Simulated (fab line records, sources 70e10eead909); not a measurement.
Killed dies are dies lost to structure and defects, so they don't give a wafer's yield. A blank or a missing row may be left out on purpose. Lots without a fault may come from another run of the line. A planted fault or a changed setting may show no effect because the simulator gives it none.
A struck lot beside a sound one | flow nand_harc | 14 steps out of a route of 1159
Sound: wafers L852.2, L852.4, L852.5. Struck: wafer L848.3. (L848.4, L848.5 of the same lot were not struck and are left out.) The cause comes at the end.
At each step with rows: each side's tool, then ch and its chambers, then its first start. Under that, the readings that differ: sound wafers | struck wafers | difference of the means | sigmas: that difference in standard deviations of wafers without a fault.
alike: readings whose means differ by less than 2 such deviations, and words and numbers that are the same on both sides. not compared: withheld readings, readings that some wafer has no value for, bounds like >300 that may hide the same value, and numbers for which the record gives no deviation and whose values overlap.
The two part at a step that has a row with sigmas, a row that says differs or no value, or rows on one side only. Numbers that don't overlap but have no deviation are shown without sigmas and don't part them. A reading that every wafer of one side lacks parts them only if that side has two wafers or more.

first, 4 steps without rows for these wafers: NHARC_A_WL_FILL_STRIP_28 (strips in post etch residue remover, time 1200 s); NHARC_A_WL_FILL_PRECLEAN_06 (cleans in DIW, time 300 s); NHARC_A_WL_FILL_SRD_07; NHARC_A_WL_FILL_ANNEAL_08 (time 1800 s).
NHARC_A_WL_FILL_ALD_10: deposits SiO2, target thk 50 nm, pulse time 10 s, ald cycles 500.
  sound on ald_hk-03 ch 0,2,3, day 21 04:59; struck on ald_hk-01 ch 1, day 21 06:33
  alike: heater_power_w, precursor_pulse_height_rel
NHARC_A_WL_FILL_ETCHBACK_16: etches the open film in C4F8/O2/Ar, target depth 88 nm, time 17.6 s.
  sound on rie_diel-07 ch 0,3; struck on rie_diel-13 ch 0
  reading      | sound       | struck | difference | sigmas
  rf_vpp_V (V) | 729 731 726 | 717    | -12        | -2
  alike: bias_w, oes_product_au
  not compared: rf_hours_counter_h
NHARC_A_WL_FILL_STRIP_29: strips in O2, time 20 s.
  sound on rie_diel-07 ch 0,1,2, day 21 09:46; struck on rie_diel-13 ch 0, day 21 09:46
  alike: drypump_motor_current_A, oes_product_au, rf_vpp_V, showerhead_plenum_p_Torr, throttle_valve_pct
  not compared: rf_hours_counter_h
NHARC_A_WL_FILL_ETCHBACK_17: etches the open film in Cl2/BCl3, target depth 4 nm, time 26.7 s.
  sound on rie_metal-03 ch 0,1, day 21 09:50; struck on rie_metal-01 ch 1, day 21 09:53
  reading               | sound             | struck | difference | sigmas
  oes_product_au (a.u.) | 1.024 1.021 1.017 | 0.997  | -0.024     | -2
  alike: drypump_motor_current_A, he_backside_leak_sccm
  not compared: rf_hours_counter_h
then, 3 steps without rows for these wafers: NHARC_A_WL_FILL_PRECLEAN_18 (cleans in dHF, time 30 s); NHARC_A_WL_FILL_SRD_21; NHARC_A_WL_FILL_CVD_23 (deposits poly-Si, target thk 40 nm, time 800 s).
NHARC_A_WL_FILL_ETCHBACK_26: etches the open film in HBr, target depth 52 nm, time 13.3 s.
  sound on rie_si-05 ch 0,2, day 21 15:13; struck on rie_si-06 ch 2, day 21 15:13
  reading               | sound             | struck | difference | sigmas
  bias_w (W)            | 60.42 60.30 59.92 | 59.67  | -0.54      | -3
  oes_product_au (a.u.) | 0.994 0.995 0.997 | 0.866  | -0.129     | -15
  alike: drypump_motor_current_A, he_backside_leak_sccm, throttle_valve_pct
  not compared: rf_hours_counter_h
then, 1 step without rows for these wafers: NHARC_A_WL_FILL_PRECLEAN_30 (cleans in dHF, time 10 s).
NHARC_END_SORT_01:
  the record has rows for the sound wafers here (prober-02 ch 0, day 27 23:19) and none for the struck ones

WHERE THEY PART
First at NHARC_A_WL_FILL_ETCHBACK_16; last, within this record, at NHARC_END_SORT_01.

WHY: what the simulator had put in
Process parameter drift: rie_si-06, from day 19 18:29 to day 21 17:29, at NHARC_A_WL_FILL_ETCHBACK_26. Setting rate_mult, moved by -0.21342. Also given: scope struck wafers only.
